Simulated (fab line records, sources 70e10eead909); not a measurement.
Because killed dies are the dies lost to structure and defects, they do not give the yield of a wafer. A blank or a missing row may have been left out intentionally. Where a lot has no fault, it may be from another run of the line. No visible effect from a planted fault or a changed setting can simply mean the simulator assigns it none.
A lot that was struck, set against a sound lot ; flow nand-harc ; 39 steps out of a route of 1302
Sound: the wafers L416.1, L416.4, L416.5. The struck wafers were L423.1, L423.3, L423.6. Last of all comes the cause.
Order at every step that has rows: each side's tool, ch and its chambers, its first start. Under that, the readings that differ: sound wafers ; struck wafers ; difference of the means ; sigmas: that difference in standard deviations of wafers without a fault.
alike: words and numbers the same on both sides, and readings whose means are apart by under 2 such deviations; not compared: readings that were withheld, readings missing a value for some wafer, numbers with overlapping values and no deviation given by the record, and bounds like >300 which may hide the same value.
A row with sigmas, a row that says differs or no value, or rows on one side alone: a step with any of these is where the two part. When numbers do not overlap yet have no deviation, they are printed without sigmas and do not part them. Lack of a reading on every wafer of one side parts them only where that side has two or more wafers.

NHARC_P_M1_OVL_MEAS_10: pitch 260 nm.
  struck on overlay-02, day 9 22:32; sound on overlay-01, day 6 21:36
  alike: overlay-x-nm, overlay-y-nm
NHARC_P_M1_INSPECT_11:
  struck on defect-inspect-01, day 9 22:34; sound on defect-inspect-01, day 6 21:38
  alike: raw-defect-count
then, 3 steps without rows for these wafers: NHARC_P_M1_DESCUM_14 (chemistry O2, time 3 s); NHARC_P_M1_ETCH_35 (etches the open film in N2/H2, target depth 40 nm, overetch 12 nm, time 43.94 s); NHARC_P_M1_ETCH_15 (etches the open film in C4F8/Ar, target depth 182.5 nm, time 91.2 s).
NHARC_P_M1_CD_MEAS_16:
  struck on cd-sem-02, day 9 22:56; sound on cd-sem-03, day 6 22:00
  alike: cd-nm
NHARC_P_M1_STRIP_18: strips in N2/H2.
  sound on rie-diel-01 ch 1,2,3, day 6 22:08; struck on rie-diel-01 ch 1,2,3, day 9 23:04
  alike: drypump-motor-current-A, oes-product-au, rf-vpp-V, showerhead-plenum-p-Torr, throttle-valve-pct
  not compared: rf-hours-counter-h
then, 4 steps without rows for these wafers: NHARC_P_M1_ETCH_28 (etches the open film in CF4/N2, target depth 30 nm, time 72.99 s); NHARC_P_M1_STRIP_19 (strips in post etch residue remover, time 600 s); NHARC_P_M1_DEGAS_29 (time 60 s); NHARC_P_M1_PRE_CLEAN_30 (time 30 s).
NHARC_P_M1_PVD_20: deposits TaN, target thk 5 nm, time 8.06 s.
  sound on pvd-sputter-01; struck on pvd-sputter-01
  alike: throttle-valve-pct
NHARC_P_M1_PVD_21: deposits Cu, target thk 30 nm, time 20.49 s.
  struck on pvd-sputter-01, day 9 23:54; sound on pvd-sputter-01, day 6 22:56
  alike: throttle-valve-pct
then, 1 step without rows for these wafers: NHARC_P_M1_ECD_22 (material Cu, target thk 400 nm).
NHARC_P_M1_ANNEAL_31: time 90 s.
  sound on rtp-anneal-01 ch 0, day 6 23:27; struck on rtp-anneal-02 ch 0, day 10 00:24
  alike: wafer_temp_C_max
NHARC_P_M1_CMP_23: polishes, t overpolish 20 s, target thk 157.82 nm.
  sound on cmp-01 ch 2,3, day 6 23:47; struck on cmp-02 ch 0,2,3, day 10 00:44
  alike: motor-current-A, slurry-flow-ml-min, time-to-endpoint-s
then, 13 steps without rows for these wafers: NHARC_P_M1_SRD_25; NHARC_P_M1_PRE_CLEAN_32 (time 12 s); NHARC_P_M1_DEP_33 (deposits SiCN, target thk 30 nm); NHARC_P_M2_DEP_00 (deposits SiOC, target thk 182.5 nm); NHARC_P_M2_DEHYDRATE_01 (time 120 s); NHARC_P_M2_HMDS_02 (time 30 s); NHARC_P_M2_COAT_34 (time 65 s); NHARC_P_M2_COAT_03 (resist thk 90 nm); NHARC_P_M2_SOFTBAKE_04 (time 55 s); NHARC_P_M2_EBR_05; NHARC_P_M2_EXPOSE_06 (exposes mask P M2, target cd 170 nm); NHARC_P_M2_PEB_07 (peb time 65 s); NHARC_P_M2_DEVELOP_08 (develop time 35 s).
NHARC_P_M2_CD_MEAS_09 targets a cd of 170 nm.
  sound on cd-sem-02 ch 0, day 7 01:32; struck on cd-sem-01 ch 0, day 10 02:39
  alike: cd-nm
NHARC_P_M2_OVL_MEAS_10: pitch 340 nm.
  struck on overlay-02, day 10 02:44; sound on overlay-02, day 7 01:37
  alike: overlay-x-nm, overlay-y-nm
then, 3 steps without rows for these wafers: NHARC_P_M2_DESCUM_14 (chemistry O2, time 3 s); NHARC_P_M2_ETCH_35 (etches the open film in N2/H2, target depth 40 nm, overetch 12 nm, time 43.94 s); NHARC_P_M2_ETCH_15 (etches the open film in C4F8/Ar, target depth 182.5 nm, time 91.2 s).
NHARC_P_M2_CD_MEAS_16:
  struck on cd-sem-02, day 10 03:09; sound on cd-sem-01, day 7 02:04
  alike: cd-nm
then, 1 step without rows for these wafers: NHARC_P_M2_STRIP_18 (strips in N2/H2).
NHARC_P_M2_ETCH_28: etches the open film in CF4/N2, target depth 30 nm, time 72.99 s.
  sound on rie-diel-06 ch 0,1,2; struck on rie-diel-13 ch 0,3
  alike: drypump-motor-current-A, oes-product-au, rf-vpp-V, showerhead-plenum-p-Torr, throttle-valve-pct
  not compared: rf-hours-counter-h
then, 1 step without rows for these wafers: NHARC_P_M2_STRIP_19 (strips in post etch residue remover, time 600 s).
-- break in the record here, with 17 days between the starts of the struck wafers on either side (left off in module P_M2, picked up again in module END, where the first step shown is number 1302 on the route) --
NHARC_END_SORT_01:
  at this point the record logs the struck wafers (prober-01 ch 0, day 27 14:58) and has no rows for the sound ones

## WHERE THEY PART
Only at NHARC_END_SORT_01, within this record.

WHY: the cause the simulator had injected
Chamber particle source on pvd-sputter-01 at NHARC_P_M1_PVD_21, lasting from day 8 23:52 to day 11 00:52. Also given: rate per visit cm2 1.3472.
